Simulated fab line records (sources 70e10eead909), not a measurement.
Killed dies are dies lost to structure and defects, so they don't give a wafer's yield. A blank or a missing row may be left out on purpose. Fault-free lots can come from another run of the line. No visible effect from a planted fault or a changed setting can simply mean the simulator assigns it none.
Which tool is to blame? / flow nand harc / Sampling: 14 lots, 42 wafers, 6 of 1302 route steps

== WHAT THE GAUGES SHOWED, per wafer ==
NHARC_A_ONON_D2_THK_MEAS_11: measures by ellipsometry. Usual: thk nm 1001 nm, standard deviation 7.8.
lot=L254; measured=day 12 06:22; on=film metro-02; thk nm (nm)=1011 1010 1009; flag=
lot=L255; measured=day 13 05:20; on=film metro-01; thk nm (nm)=1014 1012 1014; flag=
lot=L257; measured=day 13 12:16; on=film metro-01; thk nm (nm)=1019 1017 1018; flag=
lot=L262; measured=day 15 23:25; on=film metro-02; thk nm (nm)=941 941 940; flag=OFF
lot=L263; measured=day 15 23:29; on=film metro-02; thk nm (nm)=992 992 992; flag=
lot=L264; measured=day 16 11:10; on=film metro-02; thk nm (nm)=963 964 963; flag=OFF
lot=L265; measured=day 17 07:31; on=film metro-02; thk nm (nm)=1006 1006 1007; flag=
lot=L270; measured=day 19 07:35; on=film metro-02; thk nm (nm)=1002 1003 1004; flag=
lot=L271; measured=day 19 15:23; on=film metro-02; thk nm (nm)=1004 1003 1003; flag=
lot=L272; measured=day 19 23:48; on=film metro-01; thk nm (nm)=1004 1006 1004; flag=
lot=L274; measured=day 20 15:11; on=film metro-02; thk nm (nm)=1003 1004 1003; flag=
lot=L275; measured=day 21 11:41; on=film metro-02; thk nm (nm)=1000 1001 1001; flag=
lot=L276; measured=day 22 04:37; on=film metro-01; thk nm (nm)=993 997 995; flag=
lot=L277; measured=day 22 14:32; on=film metro-02; thk nm (nm)=998 1000 1000; flag=

NHARC_A_ONON_D2_THK_MEAS_18: measures by ellipsometry. Usual: thk nm 1001 nm, standard deviation 10.
lot=L254; measured=day 12 14:52; on=film metro-02; thk nm (nm)=1021 1023 1021; flag=
lot=L255; measured=day 13 13:35; on=film metro-01; thk nm (nm)=1003 1000 999; flag=
lot=L257; measured=day 13 21:28; on=film metro-01; thk nm (nm)=994 994 994; flag=
lot=L262; measured=day 16 08:01; on=film metro-01; thk nm (nm)=992 991 991; flag=
lot=L263; measured=day 16 08:04; on=film metro-02; thk nm (nm)=1001 1000 1004; flag=
lot=L264; measured=day 17 04:04; on=film metro-02; thk nm (nm)=990 992 991; flag=
lot=L265; measured=day 17 15:31; on=film metro-02; thk nm (nm)=1000 1002 1004; flag=
lot=L270; measured=day 19 17:02; on=film metro-02; thk nm (nm)=991 990 989; flag=
lot=L271; measured=day 19 23:27; on=film metro-01; thk nm (nm)=1008 1009 1011; flag=
lot=L272; measured=day 20 08:05; on=film metro-01; thk nm (nm)=995 994 994; flag=
lot=L274; measured=day 20 23:29; on=film metro-02; thk nm (nm)=1016 1017 1018; flag=
lot=L275; measured=day 21 20:23; on=film metro-01; thk nm (nm)=1013 1012 1011; flag=
lot=L276; measured=day 22 12:58; on=film metro-02; thk nm (nm)=986 985 985; flag=
lot=L277; measured=day 23 00:04; on=film metro-02; thk nm (nm)=1007 1007 1006; flag=

NHARC_A_ONON_D2_THK_MEAS_21: measures by ellipsometry. Usual: thk nm 1002 nm, standard deviation 9.
lot=L254; measured=day 12 15:26; on=film metro-02; thk nm (nm)=1010 1009 1011; flag=
lot=L255; measured=day 13 14:09; on=film metro-01; thk nm (nm)=997 995 996; flag=
lot=L257; measured=day 13 22:01; on=film metro-02; thk nm (nm)=1013 1013 1012; flag=
lot=L262; measured=day 16 08:35; on=film metro-01; thk nm (nm)=994 996 995; flag=
lot=L263; measured=day 16 08:46; on=film metro-01; thk nm (nm)=1007 1008 1007; flag=
lot=L264; measured=day 17 04:38; on=film metro-02; thk nm (nm)=1005 1007 1005; flag=
lot=L265; measured=day 17 16:05; on=film metro-02; thk nm (nm)=1002 1002 1002; flag=
lot=L270; measured=day 19 17:37; on=film metro-02; thk nm (nm)=1012 1013 1014; flag=
lot=L271; measured=day 20 00:07; on=film metro-01; thk nm (nm)=1004 1004 1004; flag=
lot=L272; measured=day 20 08:39; on=film metro-01; thk nm (nm)=987 987 987; flag=
lot=L274; measured=day 21 00:04; on=film metro-01; thk nm (nm)=995 997 995; flag=
lot=L275; measured=day 21 20:58; on=film metro-01; thk nm (nm)=1004 1002 1001; flag=
lot=L276; measured=day 22 13:32; on=film metro-02; thk nm (nm)=990 992 989; flag=
lot=L277; measured=day 23 00:38; on=film metro-02; thk nm (nm)=993 994 991; flag=

NHARC_A_ONON_D2_THK_MEAS_24: measures by ellipsometry. Usual: thk nm 1000 nm, standard deviation 9.4.
lot=L254; measured=day 12 16:01; on=film metro-01; thk nm (nm)=988 985 986; flag=
lot=L255; measured=day 13 14:43; on=film metro-02; thk nm (nm)=996 996 998; flag=
lot=L257; measured=day 13 22:35; on=film metro-02; thk nm (nm)=989 988 987; flag=
lot=L262; measured=day 16 09:10; on=film metro-02; thk nm (nm)=1004 1004 1006; flag=
lot=L263; measured=day 16 09:31; on=film metro-02; thk nm (nm)=990 990 989; flag=
lot=L264; measured=day 17 05:13; on=film metro-02; thk nm (nm)=991 990 990; flag=
lot=L265; measured=day 17 16:40; on=film metro-02; thk nm (nm)=1001 1000 1001; flag=
lot=L270; measured=day 19 18:10; on=film metro-02; thk nm (nm)=998 1001 1000; flag=
lot=L271; measured=day 20 00:43; on=film metro-01; thk nm (nm)=993 993 992; flag=
lot=L272; measured=day 20 09:13; on=film metro-02; thk nm (nm)=1008 1009 1006; flag=
lot=L274; measured=day 21 00:37; on=film metro-01; thk nm (nm)=1001 1002 1001; flag=
lot=L275; measured=day 21 21:31; on=film metro-01; thk nm (nm)=1003 1003 1004; flag=
lot=L276; measured=day 22 14:07; on=film metro-01; thk nm (nm)=1002 1003 1003; flag=
lot=L277; measured=day 23 01:12; on=film metro-02; thk nm (nm)=996 997 997; flag=

NHARC_END_SORT_01. Usual: killed at array 54, standard deviation 23; killed at other 1.2, standard deviation 1.5; killed at periphery 3.9, standard deviation 2.5; killed dies 59, standard deviation 23; killed open 3.2, standard deviation 1.7; killed short 2.4, standard deviation 1.6.
lot=L264; measured=day 28 13:18; on=prober-02; killed at array=74 82; killed at other=0 1; killed at periphery=0 2; killed dies=74 85; killed open=0 7; killed short=3 4; flag=

== EACH LOT AND THE TOOL THAT RAN IT (in order: tool; ch and the chambers of the sampled wafers; start) ==
lot=L254; NHARC_A_ONON_D2_DEP_09=pecvd onon-04 ch 0, day 12 05:51
lot=L255; NHARC_A_ONON_D2_DEP_09=pecvd onon-03 ch 0, day 13 04:49
lot=L257; NHARC_A_ONON_D2_DEP_09=pecvd onon-01 ch 0, day 13 11:46
lot=L262; NHARC_A_ONON_D2_DEP_09=pecvd onon-04 ch 0, day 15 22:55
lot=L263; NHARC_A_ONON_D2_DEP_09=pecvd onon-03 ch 0, day 15 22:58
lot=L264; NHARC_A_ONON_D2_DEP_09=pecvd onon-04 ch 0, day 16 10:47
lot=L265; NHARC_A_ONON_D2_DEP_09=pecvd onon-01 ch 0, day 17 07:04
lot=L270; NHARC_A_ONON_D2_DEP_09=pecvd onon-03 ch 0, day 19 07:08
lot=L271; NHARC_A_ONON_D2_DEP_09=pecvd onon-04 ch 0, day 19 14:53
lot=L272; NHARC_A_ONON_D2_DEP_09=pecvd onon-03 ch 0, day 19 23:25
lot=L274; NHARC_A_ONON_D2_DEP_09=pecvd onon-03 ch 0, day 20 14:44
lot=L275; NHARC_A_ONON_D2_DEP_09=pecvd onon-01 ch 0, day 21 11:10
lot=L276; NHARC_A_ONON_D2_DEP_09=pecvd onon-04 ch 0, day 22 04:06
lot=L277; NHARC_A_ONON_D2_DEP_09=pecvd onon-01 ch 0, day 22 14:05
- NHARC_A_ONON_D2_DEP_09: target thk 1000 nm.

== AS READ BY THE TOOLS THEMSELVES (means over the sampled wafers that have a number; for cases with no such wafer, the mark the record gives instead) ==
NHARC_A_ONON_D2_DEP_09. Usual: sih4 flow sccm 209.7 sccm, standard deviation 0.66.
lot=L254; tool=pecvd onon-04; sih4 flow sccm (sccm)=210.0; flag=
lot=L255; tool=pecvd onon-03; sih4 flow sccm (sccm)=209.2; flag=
lot=L257; tool=pecvd onon-01; sih4 flow sccm (sccm)=209.5; flag=
lot=L262; tool=pecvd onon-04; sih4 flow sccm (sccm)=209.5; flag=
lot=L263; tool=pecvd onon-03; sih4 flow sccm (sccm)=209.9; flag=
lot=L264; tool=pecvd onon-04; sih4 flow sccm (sccm)=209.6; flag=
lot=L265; tool=pecvd onon-01; sih4 flow sccm (sccm)=209.3; flag=
lot=L270; tool=pecvd onon-03; sih4 flow sccm (sccm)=209.5; flag=
lot=L271; tool=pecvd onon-04; sih4 flow sccm (sccm)=210.9; flag=
lot=L272; tool=pecvd onon-03; sih4 flow sccm (sccm)=209.4; flag=
lot=L274; tool=pecvd onon-03; sih4 flow sccm (sccm)=209.9; flag=
lot=L275; tool=pecvd onon-01; sih4 flow sccm (sccm)=209.6; flag=
lot=L276; tool=pecvd onon-04; sih4 flow sccm (sccm)=209.3; flag=
lot=L277; tool=pecvd onon-01; sih4 flow sccm (sccm)=209.7; flag=

== THE ANSWER, worked out from the rows above alone ==
Rule: lot off if the mean of its wafers having a number is beyond 3 standard deviations from the usual mean. Also off: a lot with no number at a reading for which 4 or more lots have one. The other lots that the step has rows for count as sound. After the gauges, taken in route order, come the tools' own readings; for these a lot's mean is taken, as printed above. At the first step where some lot is off, the reading lying furthest off is the one used; lots without a number count as furthest.
Off at NHARC_A_ONON_D2_THK_MEAS_11 (thk nm): L262, L264.
A tool fits if, at a process step before that reading, it ran every lot that is off, and no sound lot after the first of them. The gauges at NHARC_A_ONON_D2_THK_MEAS_11 are tried like those tools. None of those tried fits.

== WHAT WAS PUT IN BY THE SIMULATOR ==
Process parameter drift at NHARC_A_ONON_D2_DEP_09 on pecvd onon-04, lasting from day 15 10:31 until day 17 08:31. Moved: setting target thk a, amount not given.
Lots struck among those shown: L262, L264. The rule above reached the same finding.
